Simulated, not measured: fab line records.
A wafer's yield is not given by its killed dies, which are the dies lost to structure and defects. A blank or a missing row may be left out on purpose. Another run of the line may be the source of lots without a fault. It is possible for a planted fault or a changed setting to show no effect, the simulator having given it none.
fab line records	flow nandHarc
record lots=13	wafers=39	lastDay=21
route steps=1159 shown A_STAIRCASE@676 END@1159
lots that met no fault: from a run of the same line without faults
startH: the number of hours between the record's first day and the start of the first shown wafer of the lot	waitH: hours elapsed since this lot's preceding step	" as in the row above	L1.1+2: a row that stands for several wafers	- no value, or no start was given	* or withheld: withheld	< > ~ a bound
route shown NAME@n: NAME is a module with steps in the file, n the number in the route of the first one	usual: the fault-free wafers' mean and standard deviation	same: alike in all rows	chamber/n: place in a boat	sites: each site's reading	_std_site: the standard deviation of these	_edge_site: outer sites' mean less inner sites'	radiusMm: for every site, how far away it sits from the centre of the wafer	mask NAME#n: copy n	behind: tool/chamber where the wafer was last shaped	hold: cause of the lot's hold/its duration in hours/its outcome	device: names the non-switching transistor (n, p or np)	end of line: tests of these same wafers at the route's end	a step without rows: its recipe alone	killed: dies that structure and defects cost at the first sort, which is not the same as the wafer's yield	map: the dies of a wafer, with x for killed, . for not killed, _ for no die there
set.NAME: the setting as run; set.NAME@STEP: as run at that earlier step	model.NAME: the simulator's own value behind a step, which no gauge read
the route's steps for a sample of lots (tables are steps, rows are wafers)
services: from which hour (startH, from the record's first day; less than 0 if before it) a tool's chamber was out of use, for how many hours, and why
## steps
# step NHARC_A_STAIRCASE_DEP_301
# recipe targetThkA=300	targetThkNm=30	tempC=400	pressureTorr=3.5	flowSccm=200	rfW=350	material=SiON
# usual heaterPowerW=763/61
lot.wafer	tool	chamber	startH	waitH	heaterPowerW
L380.2	pecvd-03	1	266.49	1.3	757
L380.1	"	2	"	"	847
L380.5	"	1	"	"	776
L382.1	pecvd-01	2	269.96	1.6	698
L382.6	"	1	"	"	785
L382.5	"	0	"	"	741
L381.2	pecvd-01	2	275.32	1.3	763
L381.1	"	0	"	"	744
L381.4	"	0	"	"	726
L385.1	pecvd-04	1	280.41	1.6	717
L385.6	"	0	"	"	802
L385.4	"	1	"	"	732
L383.1	pecvd-01	2	280.68	1.5	760
L383.3	"	0	"	"	715
L383.6	"	0	"	"	717
L384.3	pecvd-01	2	287.98	1.0	785
L384.5	"	1	"	"	844
L384.4	"	0	"	"	695
L387.2	pecvd-04	2	296.80	1.3	724
L387.3	"	0	"	"	827
L387.4	"	0	"	"	845
L388.2	pecvd-04	2	301.61	1.3	615
L388.3	"	0	"	"	840
L388.5	"	1	"	"	816
L386.1	pecvd-04	1	305.91	2.1	782
L386.6	"	2	"	"	705
L386.5	"	0	"	"	782
L389.3	pecvd-03	2	312.97	1.0	910
L389.2	"	1	"	"	803
L389.5	"	0	"	"	605
L390.1	pecvd-01	2	314.76	1.5	779
L390.4	"	2	"	"	765
L390.6	"	1	"	"	819
L391.3	pecvd-01	2	338.60	1.0	813
L391.2	"	0	"	"	741
L391.6	"	2	"	"	821
L394.3	pecvd-04	0	342.32	0.9	814
L394.5	"	0	"	"	797
L394.6	"	2	"	"	663
# step NHARC_A_STAIRCASE_ALD_415
# recipe targetThkA=300	pulseTimeS=6	aldCycles=300	tempC=300	material=SiO2
# usual aldCycles=300/0	heaterPowerW=457/36	precursorPulseHeightRel=1.001/0.02
lot.wafer	tool	chamber	startH	waitH	aldCycles	heaterPowerW	precursorPulseHeightRel
L380.1	aldHk-04	1	269.77	0.3	300	438	0.996
L380.2	"	2	"	"	300	412	0.996
L380.5	"	0	"	"	300	483	0.985
L382.1	aldHk-04	1	274.89	2.3	300	443	0.987
L382.5	"	1	"	"	300	435	0.976
L382.6	"	2	"	"	300	413	1.026
L381.1	aldHk-04	0	278.21	0.1	300	481	1.003
L381.2	"	2	"	"	300	420	1.014
L381.4	"	3	"	"	300	464	1.003
L385.4	aldHk-04	3	283.11	0.1	300	471	1.006
L385.1	"	2	"	"	300	418	1.000
L385.6	"	0	"	"	300	474	0.979
L383.1	aldHk-03	1	284.31	0.8	300	435	0.995
L383.3	"	2	"	"	300	434	0.996
L383.6	"	0	"	"	300	499	0.967
L384.3	aldHk-01	2	290.82	0.1	300	399	1.008
L384.4	"	1	"	"	300	518	0.985
L384.5	"	3	"	"	300	533	1.023
L387.3	aldHk-01	1	299.73	0.1	300	504	0.992
L387.4	"	2	"	"	300	410	1.015
L387.2	"	0	"	"	300	415	0.974
L388.2	aldHk-04	0	304.44	0.1	300	488	1.001
L388.3	"	2	"	"	300	415	0.960
L388.5	"	0	"	"	300	486	1.023
L386.1	aldHk-03	2	309.07	0.5	300	422	1.009
L386.5	"	0	"	"	300	494	1.020
L386.6	"	1	"	"	300	446	1.019
L389.2	aldHk-01	2	316.64	0.9	300	418	0.982
L389.3	"	3	"	"	300	512	1.016
L389.5	"	0	"	"	300	408	1.016
L390.4	aldHk-03	0	317.59	0.1	300	492	1.018
L390.1	"	2	"	"	300	434	1.000
L390.6	"	1	"	"	300	448	0.987
L391.3	aldHk-04	1	341.55	0.1	300	438	0.994
L391.2	"	2	"	"	300	398	0.986
L391.6	"	2	"	"	300	403	0.996
L394.3	aldHk-04	3	347.37	2.0	300	475	0.981
L394.6	"	0	"	"	367	474	0.977
L394.5	"	1	"	"	300	443	0.997
# step NHARC_A_STAIRCASE_ETCHBACK_416
# recipe targetDepthA=360	timeS=7.2	c4f8FlowSccm=withheld	o2FlowSccm=8	arFlowSccm=withheld	rfW=600	biasW=800	chemistry=C4F8/O2/Ar
# usual oesProductAu=0.932/0.024	rfVppV=725/3.3
lot.wafer	tool	chamber	startH	waitH	oesProductAu	rfHoursCounterH	rfVppV
L380.2	rieDiel-08	0	-	-	1.036	50	723
L380.1	"	3	"	"	0.987	51	728
L380.5	"	1	"	"	1.011	-	729
L382.1	rieDiel-04	0	-	-	0.928	58	724
L382.5	"	0	"	"	0.930	-	726
L382.6	"	1	"	"	0.929	-	726
L381.2	rieDiel-08	1	-	-	0.916	49	729
L381.4	"	2	"	"	0.921	54	729
L381.1	"	0	"	"	0.931	53	721
L385.1	rieDiel-08	2	-	-	0.918	55	728
L385.4	"	3	"	"	0.932	54	728
L385.6	"	1	"	"	0.929	-	727
L383.1	rieDiel-08	2	-	-	0.912	55	728
L383.3	"	0	"	"	0.928	54	722
L383.6	"	3	"	"	0.922	-	726
L384.4	rieDiel-12	0	-	-	0.925	25	720
L384.3	"	1	"	"	0.924	29	721
L384.5	"	3	"	"	0.924	-	728
L387.3	rieDiel-08	0	-	-	0.937	60	721
L387.2	"	1	"	"	0.918	56	729
L387.4	"	2	"	"	0.913	62	727
L388.2	rieDiel-12	2	-	-	0.934	33	731
L388.3	"	0	"	"	0.941	29	721
L388.5	"	2	"	"	0.940	-	729
L386.1	rieDiel-04	2	-	-	0.930	2	723
L386.5	"	2	"	"	0.934	-	723
L386.6	"	3	"	"	0.948	-	722
L389.2	rieDiel-04	3	-	-	0.941	5	721
L389.3	"	1	"	"	0.936	5	725
L389.5	"	0	"	"	0.908	-	724
L390.1	rieDiel-04	0	-	-	0.917	6	723
L390.4	"	1	"	"	0.905	6	725
L390.6	"	0	"	"	0.913	-	724
L391.3	rieDiel-12	0	-	-	0.924	43	721
L391.2	"	2	"	"	0.922	48	730
L391.6	"	0	"	"	0.922	-	718
L394.3	rieDiel-04	0	-	-	0.907	19	724
L394.5	"	1	"	"	0.914	-	725
L394.6	"	2	"	"	0.925	-	723
# step NHARC_A_STAIRCASE_DEP_151
# recipe targetThkA=38000	tempC=400	targetThkNm=3800	teosFlowSccm=200	rfW=500	material=SiO2
# usual heaterPowerW=658/84
lot.wafer	tool	chamber	startH	waitH	heaterPowerW
L380.2	pecvd-04	2	284.51	0.4	602
L380.1	"	1	"	"	665
L380.5	"	0	"	"	681
L381.1	pecvd-04	0	291.40	0.4	762
L381.2	"	2	"	"	595
L381.4	"	2	"	"	564
L382.1	pecvd-03	1	291.51	0.5	697
L382.6	"	1	"	"	652
L382.5	"	2	"	"	647
L383.1	pecvd-01	2	297.41	0.4	648
L383.3	"	0	"	"	680
L383.6	"	0	"	"	560
L385.1	pecvd-04	0	297.60	0.6	836
L385.4	"	2	"	"	555
L385.6	"	0	"	"	682
L384.3	pecvd-04	1	305.26	0.4	812
L384.5	"	1	"	"	641
L384.4	"	0	"	"	689
L387.3	pecvd-03	2	314.00	0.4	757
L387.2	"	0	"	"	574
L387.4	"	0	"	"	518
L388.3	pecvd-03	0	318.71	0.4	566
L388.2	"	2	"	"	742
L388.5	"	2	"	"	661
L386.1	pecvd-03	0	323.48	0.4	512
L386.5	"	0	"	"	516
L386.6	"	2	"	"	690
L389.2	pecvd-03	0	330.77	0.6	647
L389.3	"	1	"	"	643
L389.5	"	2	"	"	690
L390.1	pecvd-04	2	330.79	0.6	696
L390.4	"	2	"	"	561
L390.6	"	0	"	"	673
L391.2	pecvd-01	1	356.03	0.4	677
L391.3	"	0	"	"	679
L391.6	"	0	"	"	554
L394.3	pecvd-04	1	359.71	0.5	761
L394.5	"	0	"	"	681
L394.6	"	2	"	"	569
# step NHARC_END_SORT_01
# recipe tempC=25
# usual killedAtArray=28/8.6	killedAtOther=0.7/1.2	killedAtPeriphery=3.1/2.3	killedDies=32/8.7	killedOpen=3.2/1.7	killedShort=2.0/1.5
# same grossDies=677
lot.wafer	tool	chamber	startH	waitH	killedAtArray	killedAtOther	killedAtPeriphery	killedDies	killedOpen	killedShort
L394.3	prober-02	0	508.87	3.1	21	1	2	24	5	2
L394.5	prober-02	0	510.47	3.7	28	1	2	31	1	3
L394.6	prober-02	0	511.26	4.0	645	1	2	648	5	3
# killed by level:class
L394.3 A_CHANNEL_HOLE_D1:chamberFilmFlake=14 A_CONTACT:chamberFilmFlake=2 P_ZERO_WELL:geometricParticle:short=1 P_CONTACT:geometricParticle:open=1 A_CHANNEL_HOLE_D1:geometricParticle:open=1 A_WL_FILL:geometricParticle:short=1 A_CONTACT:geometricParticle:open=1 A_BLC:geometricParticle:open=1
L394.5 A_CHANNEL_HOLE_D1:chamberFilmFlake=20 A_CONTACT:chamberFilmFlake=4 P_CONTACT:geometricParticle:short=1 A_SGD_CUT:geometricParticle:open=1 A_WL_FILL:geometricParticle:short=1 P_STI:chamberFilmFlake=1 STARTING-WAFER:geometricParticle:short=1 A_ZERO_WELL:chamberFilmFlake=1
L394.6 A_STAIRCASE:areaAld=620 A_CHANNEL_HOLE_D1:chamberFilmFlake=16 A_CHANNEL_FILL_D1:geometricParticle:open=2 A_CHANNEL_FILL_D1:geometricParticle:short=2 A_M0:geometricParticle:open=2 A_CONTACT:chamberFilmFlake=2 P_GATE:geometricParticle:short=1 A_ONON_D1:geometricParticle:open=1
## services
tool	chamber	startH	hours	kind
rieDiel-04	0	244.05	-	clean
pecvd-03	0	244.96	4.7	repair
rieDiel-12	0	245.72	8.6	repair
pecvd-01	0	250.61	-	clean
pecvd-01	1	250.61	-	clean
pecvd-01	2	250.61	-	clean
pecvd-03	1	260.67	5.3	repair
pecvd-04	-	281.95	1.7	repair
pecvd-03	-	282.53	3.5	repair
rieDiel-04	-	288.92	9.0	pm
pecvd-03	-	292.28	13.0	pm
pecvd-03	0	292.28	13.0	ventCycle
pecvd-03	1	292.28	13.0	ventCycle
pecvd-03	2	292.28	13.0	ventCycle
rieDiel-08	-	301.86	9.0	pm
pecvd-04	-	303.95	0.9	repair
pecvd-03	0	305.28	-	clean
pecvd-03	1	305.28	-	clean
pecvd-03	2	305.28	-	clean
pecvd-04	2	308.11	5.9	repair
rieDiel-08	-	312.16	1.9	repair
aldHk-01	-	319.77	6.8	repair
pecvd-04	1	327.35	8.2	repair
rieDiel-08	1	338.56	8.3	repair
## key
firstSign step=NHARC_A_STAIRCASE_ALD_415	reading=aldCycles	direction=up	sigmas=99+	usual=300	struck=367
effect step=NHARC_END_SORT_01	reading=killedAtArray	direction=up	sigmas=72	usual=28	struck=645
moreKillsBornAt NHARC_A_STAIRCASE_ALD_415@aldHk-04=620
metAt NHARC_A_STAIRCASE_ALD_415
struckLots L394
struckWafers L394.6
laterRowsLeftOut L394.6
testerLeftOut L394
notActingAt NHARC_A_STAIRCASE_DEP_301,NHARC_A_STAIRCASE_ETCHBACK_416,NHARC_A_STAIRCASE_DEP_151
fault kind=processParameterDrift	tool=aldHk-04	chamber=0	onsetH=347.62	steps=NHARC_A_STAIRCASE_ALD_415	channel=aldCycles	offset=67	shape=step	endH=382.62	actsIn=theseRecipesOnly	stated=300
# testerLeftOut: of these lots the tester's yield and bins aren't shown, on N5 and GAA mostly nor the transistor test; their killed dies are dies lost to structure and defects alone, not to doping, threshold or leakage, so they don't give the yield
# laterRowsLeftOut: the simulator's readings of these wafers behind a module that went badly wrong aren't trusted and aren't shown, but for the sort
